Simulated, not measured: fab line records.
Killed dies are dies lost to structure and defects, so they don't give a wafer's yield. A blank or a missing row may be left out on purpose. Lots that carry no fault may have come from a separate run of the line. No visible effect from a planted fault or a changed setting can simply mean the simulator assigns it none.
fab line records | flow nand-harc
record: lots: 6 wafers: 18 last-day: 32
route steps=1302 shown P_GATE@118
lots untouched by any fault: they come from a run of this same line in which no faults occurred
start-h: start of the lot's first displayed wafer, in hours after the record's first day | wait-h: time in hours since the lot's previous step | " as in the row above | L1.1+2: a row that stands for several wafers | - value missing, or start not given | * or withheld: withheld | < > ~ a bound
route shown NAME@n: a module of which the file shows steps, and the number in the route of the first | usual: average and standard deviation across the fault-free wafers | same: alike in all rows | chamber/n: place in a boat | sites: the reading at each site | _std_site: their standard deviation | _edge_site: mean of outer sites minus mean of inner sites | radius-mm: for every site, how far away it sits from the centre of the wafer | mask NAME#n: copy n | behind: the last tool/chamber to shape the wafer | hold: why the lot was held/for how many hours/how that ended | device: names the non-switching transistor (n, p or np) | end of line: the route-end tests of the same wafers | a step with no rows: only its recipe | killed: not the wafer's yield, but the dies lost to structure and defects at the first sort | map: a wafer's dies, x killed, . not, _ none there
set.NAME: setting as actually run; set.NAME@STEP: the setting as run at that earlier step | model.NAME: the simulator's own value behind a step, which no gauge read
certain route steps with their lots: each step a table, each wafer a row
services: a tool's chamber out of use, with start hour (start-h, from the record's first day; less than 0 if before it), hours out, and reason
== steps ==
step: NHARC_P_GATE_EBR_07
step: NHARC_P_GATE_EXPOSE_08
recipe: na: 0.6 dose-mj: 16.75 mask-id: P_HV
step: NHARC_P_GATE_PEB_09
recipe: peb-temp-c: 118 peb-time-s: 85
step: NHARC_P_GATE_DEVELOP_10
recipe: time-s: 70
step: NHARC_P_GATE_CD_MEAS_11
recipe: target-cd-nm: 1640 landing-energy-ev: 500
usual: cd-nm: 1639.0/2.5
columns lot.wafer tool chamber start-h wait-h cd-nm
L689.1 cd-sem-01 0 134.25 - 1636.6
L689.3 " 0 " " 1639.3
L689.5 " 0 " " 1638.4
L690.1 cd-sem-03 0 140.43 - 1641.4
L690.2 " 0 " " 1636.8
L690.6 " 0 " " 1640.6
L691.3 cd-sem-01 0 156.65 - 1644.1
L691.4 " 0 " " 1638.8
L691.5 " 0 " " 1636.3
L696.1 cd-sem-02 0 203.28 - 1638.9
L696.2 " 0 " " 1640.1
L696.6 " 0 " " 1635.9
L697.3 cd-sem-03 0 224.98 - 1635.6
L697.4 " 0 " " 1638.6
L697.6 " 0 " " 1636.9
L704.2 cd-sem-03 0 283.76 - 1634.5
L704.3 " 0 " " 1636.7
L704.6 " 0 " " 1636.8
step: NHARC_P_GATE_HARDBAKE_12
recipe: temp-c: 125 time-s: 80
step: NHARC_P_GATE_DESCUM_13
recipe: time-s: 3 o2-flow-sccm: 200 ar-flow-sccm: 0 bias-power-w: 0 chemistry: O2
usual: drypump-motor-current-A: 5.9/0.6 oes-product-au: 0.997/0.015 rf-vpp-V: 57.7/0.94 showerhead-plenum-p-Torr: 1.89/0.081 throttle-valve-pct: 11.311/0.0091
columns lot.wafer tool chamber start-h wait-h drypump-motor-current-A oes-product-au rf-hours-counter-h rf-vpp-V showerhead-plenum-p-Torr throttle-valve-pct
L689.3 rie-diel-02 1 134.43 - 6.7 1.010 3.2 56.6 1.78 11.310
L689.1 " 3 " " 5.9 1.001 3.8 57.4 2.01 11.285
L689.5 " 1 " " 6.7 1.006 - 56.1 1.78 11.325
L690.1 rie-diel-02 3 140.60 - 6.0 0.982 4.4 58.6 2.01 11.312
L690.2 " 0 " " 5.3 0.982 3.9 57.8 2.01 11.304
L690.6 " 3 " " 5.9 0.992 - 59.0 2.01 11.320
L691.3 rie-diel-02 3 156.82 - 6.0 0.992 5.2 58.0 2.01 11.323
L691.4 " 1 " " 6.7 1.016 4.9 57.6 1.78 11.318
L691.5 " 2 " " 6.6 0.975 - 58.4 1.90 11.332
L696.2 rie-diel-09 0 203.45 - 5.7 0.996 2.5 55.5 1.84 11.310
L696.1 " 3 " " 6.8 1.007 2.3 58.4 1.95 11.308
L696.6 " 1 " " 5.8 1.007 - 57.0 1.78 11.299
L697.3 rie-diel-04 0 225.13 - 6.2 0.997 3.0 57.6 1.96 11.306
L697.4 " 3 " " 5.1 0.970 3.9 56.5 1.89 11.325
L697.6 " 0 " " 6.2 0.987 - 57.3 1.96 11.298
L704.2 rie-diel-09 2 283.93 - 5.0 0.995 9.1 56.4 1.86 11.321
L704.3 " 3 " " 6.8 1.002 8.5 57.6 1.95 11.325
L704.6 " 2 " " 5.0 0.998 - 57.2 1.86 11.314
step: NHARC_P_GATE_ETCH_14
recipe: target-depth-a: 488 chemistry: dHF material: SiO2
step: NHARC_P_GATE_STRIP_15
recipe: time-s: 780 temp-c: 130 chemistry: SPM
step: NHARC_P_GATE_PRECLEAN_71
recipe: time-s: * temp-c: 50 bath-age-min: 0 chemistry: SC1
step: NHARC_P_GATE_SRD_72
step: NHARC_P_GATE_OXIDE_16
recipe: target-thk-a: 30 temp-c: 875 ox-time-s: 392 material: SiO2
step: NHARC_P_GATE_CVD_17
recipe: target-thk-a: 1500 temp-c: 620 time-s: 900 material: poly-Si
usual: spike-tc-bottom-C: 641.3/1.1 spike-tc-lower-C: 619.9/1.8 zone-power-lower-pct: 8.5/1.1
columns lot.wafer tool chamber start-h wait-h spike-tc-bottom-C spike-tc-lower-C zone-power-lower-pct
L689.1 lpcvd-poly-02 0 146.73 2.5 640.7 620.4 10.1
L689.3 " 0 " " 643.6 620.9 10.2
L689.5 " 0 " " 643.3 622.1 10.2
L690.1 lpcvd-poly-04 0 150.52 2.6 640.7 616.3 7.6
L690.2 " 0 " " 641.7 617.7 7.6
L690.6 " 0 " " 641.4 618.8 7.6
L691.3 lpcvd-poly-03 0 166.67 2.7 641.0 620.5 8.0
L691.4 " 0 " " 640.7 622.5 7.9
L691.5 " 0 " " 640.7 618.9 7.7
L696.1 lpcvd-poly-04 0 213.35 2.6 640.0 617.1 7.6
L696.2 " 0 " " 642.6 618.9 7.7
L696.6 " 0 " " 640.4 617.3 7.6
L696.1 lpcvd-poly-04 0 218.39 2.8 640.4 617.3 7.5
L696.2 " 0 " " 642.4 618.4 7.5
L696.6 " 0 " " 640.0 618.3 7.6
L697.3 lpcvd-poly-04 0 234.87 2.6 641.1 618.1 7.4
L697.4 " 0 " " 640.2 618.0 7.7
L697.6 " 0 " " 642.1 617.2 7.6
L697.3 lpcvd-poly-04 0 237.63 0.5 640.6 618.9 7.6
L697.4 " 0 " " 643.1 619.4 7.5
L697.6 " 0 " " 640.5 619.4 7.5
L704.2 lpcvd-poly-02 0 295.55 2.5 643.2 619.5 10.2
L704.3 " 0 " " 643.2 618.4 10.1
L704.6 " 0 " " 640.9 621.4 10.2
step: NHARC_P_GATE_HM_DEP_102
recipe: target-thk-a: 1200 temp-c: 400 material: aC
usual: susceptor-temp-C: 400.00/0.22 throttle-valve-pct: 34.999/0.0098
columns lot.wafer tool chamber start-h wait-h susceptor-temp-C throttle-valve-pct
L689.1 acl-dep-03 0 152.42 3.5 - 34.992
L689.3 " 0 " " - 34.994
L689.5 " 0 " " - 35.001
L690.1 acl-dep-01 0 154.33 1.6 - 34.993
L690.2 " 0 " " - 35.007
L690.6 " 0 " " - 35.003
L691.3 acl-dep-02 0 169.50 0.6 400.34 34.987
L691.4 " 0 " " 400.06 35.004
L691.5 " 0 " " 400.11 34.992
L696.1 acl-dep-02 0 221.44 0.8 400.52 34.994
L696.2 " 0 " " 400.07 35.006
L696.6 " 0 " " 400.15 34.991
L697.3 acl-dep-03 0 240.80 0.9 399.67 34.984
L697.4 " 0 " " 399.92 34.988
L697.6 " 0 " " 399.84 35.003
L704.2 acl-dep-02 0 299.16 1.4 - 35.016
L704.3 " 0 " " - 34.998
L704.6 " 0 " " - 34.994
== services ==
columns tool chamber start-h hours kind
rie-diel-04 - 116.06 2.1 repair
rie-diel-09 3 118.43 15.8 repair
acl-dep-03 - 119.10 13.0 pm
rie-diel-02 0 122.20 - clean
rie-diel-02 1 122.20 - clean
rie-diel-02 2 122.20 - clean
rie-diel-02 3 122.20 - clean
rie-diel-04 0 127.22 1.2 repair
rie-diel-09 - 143.59 9.0 pm
rie-diel-02 0 146.70 - clean
rie-diel-02 1 146.70 - clean
rie-diel-02 2 146.70 - clean
rie-diel-02 3 146.70 - clean
rie-diel-04 - 168.21 0.3 repair
rie-diel-04 - 177.90 9.0 pm
rie-diel-09 0 183.59 2.6 repair
acl-dep-01 - 189.40 13.0 pm
lpcvd-poly-02 - 207.93 26.0 pm
rie-diel-04 - 211.81 0.4 repair
rie-diel-02 - 216.70 9.0 pm
rie-diel-04 0 227.00 8.0 repair
rie-diel-09 0 235.55 59.5 repair
rie-diel-04 0 235.93 13.3 repair
acl-dep-02 - 249.35 13.0 pm
== key ==
first-sign: step: NHARC_P_GATE_CVD_17 reading: visit direction: added
effect none on later readings
met-at NHARC_P_GATE_CVD_17
struck-wafers L696.1,L696.2,L696.6,L697.3,L697.4,L697.6
sort-left-out L696.1,L696.2,L696.6,L697.3,L697.4,L697.6
tester-left-out L696,L697
fault: kind: repeated-step-whole tool: lpcvd-poly-02,lpcvd-poly-03,lpcvd-poly-04 chamber: - onset-h: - steps: NHARC_P_GATE_CVD_17 times: 1 scope: struck-lots-only
tester-left-out: of these lots the tester's yield and bins aren't shown, on N5 and GAA mostly nor the transistor test; their killed dies are dies lost to structure and defects alone, not to doping, threshold or leakage, so they don't give the yield
sort-left-out: the simulated sort isn't trusted on such a fault, so these wafers' sort isn't shown, and their yield isn't known
